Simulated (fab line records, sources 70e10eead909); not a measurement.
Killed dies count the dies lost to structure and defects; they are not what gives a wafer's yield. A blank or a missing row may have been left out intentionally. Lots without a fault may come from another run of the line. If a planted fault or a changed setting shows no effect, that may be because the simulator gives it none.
Chamber matching || flow nand harc || rie diel-13 running NHARC_A_STAIRCASE_DESCUM_168: 4 sister chambers
The step chemistry O2, time 3 s. 16 wafers are shown with their chamber, then 8 later ones without.

WAFERS WITH THEIR CHAMBER
{"wafer": "L075.2", "chamber": 1, "showerhead plenum p Torr (Torr)": 2.06, "oes product au (a.u.)": 1.003, "throttle valve pct (%)": 11.307}
{"wafer": "L075.3", "chamber": 0, "showerhead plenum p Torr (Torr)": 1.91, "oes product au (a.u.)": 1.003, "throttle valve pct (%)": 11.306}
{"wafer": "L075.5", "chamber": 3, "showerhead plenum p Torr (Torr)": 1.78, "oes product au (a.u.)": 1.013, "throttle valve pct (%)": 11.310}
{"wafer": "L076.1", "chamber": 3, "showerhead plenum p Torr (Torr)": 1.78, "oes product au (a.u.)": 1.020, "throttle valve pct (%)": 11.301}
{"wafer": "L076.2", "chamber": 2, "showerhead plenum p Torr (Torr)": 1.98, "oes product au (a.u.)": 1.009, "throttle valve pct (%)": 11.308}
{"wafer": "L076.4", "chamber": 0, "showerhead plenum p Torr (Torr)": 1.91, "oes product au (a.u.)": 1.005, "throttle valve pct (%)": 11.322}
{"wafer": "L078.2", "chamber": 0, "showerhead plenum p Torr (Torr)": 1.91, "oes product au (a.u.)": 1.008, "throttle valve pct (%)": 11.292}
{"wafer": "L078.3", "chamber": 1, "showerhead plenum p Torr (Torr)": 2.06, "oes product au (a.u.)": 0.985, "throttle valve pct (%)": 11.298}
{"wafer": "L078.6", "chamber": 3, "showerhead plenum p Torr (Torr)": 1.78, "oes product au (a.u.)": 0.999, "throttle valve pct (%)": 11.309}
{"wafer": "L083.1", "chamber": 2, "showerhead plenum p Torr (Torr)": 1.97, "oes product au (a.u.)": 0.996, "throttle valve pct (%)": 11.322}
{"wafer": "L083.4", "chamber": 0, "showerhead plenum p Torr (Torr)": 1.90, "oes product au (a.u.)": 1.003, "throttle valve pct (%)": 11.310}
{"wafer": "L083.6", "chamber": 3, "showerhead plenum p Torr (Torr)": 1.77, "oes product au (a.u.)": 1.002, "throttle valve pct (%)": 11.324}
{"wafer": "L085.2", "chamber": 0, "showerhead plenum p Torr (Torr)": 1.90, "oes product au (a.u.)": 1.000, "throttle valve pct (%)": 11.303}
{"wafer": "L085.3", "chamber": 3, "showerhead plenum p Torr (Torr)": 1.77, "oes product au (a.u.)": 1.003, "throttle valve pct (%)": 11.301}
{"wafer": "L085.5", "chamber": 3, "showerhead plenum p Torr (Torr)": 1.77, "oes product au (a.u.)": 1.016, "throttle valve pct (%)": 11.312}
{"wafer": "L090.1", "chamber": 2, "showerhead plenum p Torr (Torr)": 1.96, "oes product au (a.u.)": 0.990, "throttle valve pct (%)": 11.302}

SIGNATURES, as means of the wafers listed above
{"reading": "showerhead plenum p Torr", "chamber 0": 1.9060, "chamber 1": 2.0600, "chamber 2": 1.9700, "chamber 3": 1.7750, "scatter within a chamber": 0.00626}
{"reading": "oes product au", "chamber 0": 1.00380, "chamber 1": 0.99400, "chamber 2": 0.99833, "chamber 3": 1.00883, "scatter within a chamber": 0.00794}
{"reading": "throttle valve pct", "chamber 0": 11.30660, "chamber 1": 11.30250, "chamber 2": 11.31067, "chamber 3": 11.30950, "scatter within a chamber": 0.00952}
Rule: distance of a wafer from a chamber = root of the sum over the readings of ((wafer's reading minus chamber's mean) / reading's scatter) squared. The wafer belongs to the nearest chamber; if the next one is less than 2 further off, it can't be placed. The scatter: take each reading less its chamber's mean, square it, sum over the shown wafers, divide by the number of wafers less the number of chambers, and take the root.

WAFERS WITH NO CHAMBER GIVEN
{"wafer": "L090.2", "showerhead plenum p Torr (Torr)": 1.89, "oes product au (a.u.)": 1.005, "throttle valve pct (%)": 11.309}
{"wafer": "L090.6", "showerhead plenum p Torr (Torr)": 1.96, "oes product au (a.u.)": 1.006, "throttle valve pct (%)": 11.305}
{"wafer": "L091.2", "showerhead plenum p Torr (Torr)": 2.04, "oes product au (a.u.)": 0.983, "throttle valve pct (%)": 11.305}
{"wafer": "L091.3", "showerhead plenum p Torr (Torr)": 1.89, "oes product au (a.u.)": 1.004, "throttle valve pct (%)": 11.325}
{"wafer": "L091.6", "showerhead plenum p Torr (Torr)": 2.08, "oes product au (a.u.)": 0.997, "throttle valve pct (%)": 11.301}
{"wafer": "L094.1", "showerhead plenum p Torr (Torr)": 2.04, "oes product au (a.u.)": 0.999, "throttle valve pct (%)": 11.334}
{"wafer": "L094.2", "showerhead plenum p Torr (Torr)": 2.07, "oes product au (a.u.)": 1.003, "throttle valve pct (%)": 11.299}
{"wafer": "L094.5", "showerhead plenum p Torr (Torr)": 2.04, "oes product au (a.u.)": 0.998, "throttle valve pct (%)": 11.320}

CHAMBER TAKEN BY EACH
{"wafer": "L090.2", "from the rows above": 0, "in truth": 0}
{"wafer": "L090.6", "from the rows above": 2, "in truth": 2}
{"wafer": "L091.2", "from the rows above": 1, "in truth": 1}
{"wafer": "L091.3", "from the rows above": 0, "in truth": 0}
{"wafer": "L091.6", "from the rows above": 1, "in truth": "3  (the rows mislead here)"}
{"wafer": "L094.1", "from the rows above": 1, "in truth": 1}
{"wafer": "L094.2", "from the rows above": 1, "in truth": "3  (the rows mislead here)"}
{"wafer": "L094.5", "from the rows above": 1, "in truth": 1}
Correct placement for 6 of the 8. Can't be placed from these rows: 0. Placed wrongly: 2.
